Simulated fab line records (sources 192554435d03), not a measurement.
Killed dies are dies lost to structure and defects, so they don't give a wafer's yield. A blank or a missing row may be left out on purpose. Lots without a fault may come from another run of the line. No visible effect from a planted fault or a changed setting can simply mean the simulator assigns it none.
Matching of chambers    flow n5 finfet    3 sister chambers for N5_BEOL_M10_CURE_71 on uv cure-01
The step cures SiCOH lowk, time 240 s. 3 wafers are shown with their chamber, then 8 later ones without.

WAFERS PAIRED WITH THEIR CHAMBERS
wafer   chamber  wafer_temp_C_max
L078.6  0        386.5
L091.4  1        388.2
L095.1  2        386.2

WAFERS WITHOUT THEIR CHAMBER
wafer   wafer_temp_C_max
L095.4  386.1
L095.5  386.3
L097.1  387.3
L097.2  386.8
L097.6  387.4
L097.3  387.8
L097.4  387.1
L097.5  388.1

EACH ONE'S CHAMBER
wafer   from the rows above           in truth
L095.4  can't be placed: 2 or 0       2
L095.5  can't be placed: 2 or 0       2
L097.1  can't be placed: 0 or 1 or 2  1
L097.2  can't be placed: 0 or 2       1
L097.6  can't be placed: 1 or 0 or 2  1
L097.3  can't be placed: 1 or 0       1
L097.4  can't be placed: 0 or 2 or 1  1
L097.5  1                             1
1 of 8 placed correctly. Unplaceable from these rows: 7, with the true chamber sitting among the candidates in 6. Number placed wrongly: 0.
How it was worked out, from the rows above alone: a wafer's distance from a chamber is the root of the sum, over the readings, of the square of ((its reading less the chamber's mean) divided by the reading's scatter). The wafer belongs to the nearest chamber; if the next one is less than 2 further off, it can't be placed. The mean given for a chamber averages the wafers shown for that chamber. The scatter: root of mean squared gap, hidden wafer to nearest shown wafer, with one shown wafer a chamber.
